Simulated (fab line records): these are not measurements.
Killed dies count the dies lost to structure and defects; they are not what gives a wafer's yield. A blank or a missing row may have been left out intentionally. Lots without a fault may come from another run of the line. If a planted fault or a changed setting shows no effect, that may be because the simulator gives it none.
Matching of chambers -- flow nand harc -- NHARC_P_GATE_DESCUM_31 on rie diel-03 has 4 sister chambers
The step chemistry O2, time 3 s. 18 wafers are shown with their chamber, then 9 later ones without.

## EACH WAFER AND ITS CHAMBER
wafer,chamber,showerhead plenum p Torr (Torr),drypump motor current A (A),oes product au (a.u.)
L074.1,3,1.85,5.7,1.001
L074.2,1,1.95,5.6,0.999
L074.6,2,2.01,5.9,0.993
L076.1,3,1.85,5.7,1.004
L076.2,1,1.95,5.6,1.001
L076.5,1,1.95,5.6,1.002
L078.2,0,1.93,5.9,0.992
L078.3,1,1.95,5.6,1.003
L078.4,3,1.85,5.7,1.004
L084.2,1,1.94,5.6,0.982
L084.4,2,2.01,5.9,0.980
L084.6,0,1.93,5.9,0.989
L086.1,0,1.92,5.9,0.995
L086.4,2,2.00,5.9,0.996
L086.5,0,1.92,5.8,1.000
L087.1,1,1.94,5.7,0.985
L087.2,0,1.92,5.9,0.999
L087.4,3,1.84,5.7,1.013

SIGNATURES, as means of the wafers listed above
reading,chamber 0,chamber 1,chamber 2,chamber 3,scatter within a chamber
showerhead plenum p Torr,1.9240,1.9467,2.0067,1.8475,0.00531
drypump motor current A,5.880,5.617,5.900,5.700,0.0342
oes product au,0.99500,0.99533,0.98967,1.00550,0.00729
Rule: distance of a wafer from a chamber = root of the sum over the readings of ((wafer's reading minus chamber's mean) / reading's scatter) squared. The wafer belongs to the nearest chamber; if the next one is less than 2 further off, it can't be placed. How the scatter is found: for the shown wafers, subtract from each reading the mean of its chamber, square and add these, divide the total by (wafers less chambers), then take the root.

## WAFERS WHOSE CHAMBER IS MISSING
wafer,showerhead plenum p Torr (Torr),drypump motor current A (A),oes product au (a.u.)
L089.1,1.92,5.9,1.001
L089.2,1.84,5.7,0.995
L089.5,1.84,5.7,0.995
L091.2,1.92,5.9,0.994
L091.3,2.00,5.9,0.991
L091.6,1.92,5.9,0.992
L097.1,1.93,5.6,0.992
L097.2,2.00,5.9,1.000
L097.4,1.92,5.9,1.012

## EACH ONE'S CHAMBER
wafer,from the rows above,in truth
L089.1,0,0
L089.2,3,3
L089.5,3,3
L091.2,0,0
L091.3,2,2
L091.6,0,0
L097.1,1,1
L097.2,2,2
L097.4,0,0
Correct placement for 9 of the 9. Can't be placed from these rows: 0. Placed wrongly: 0.
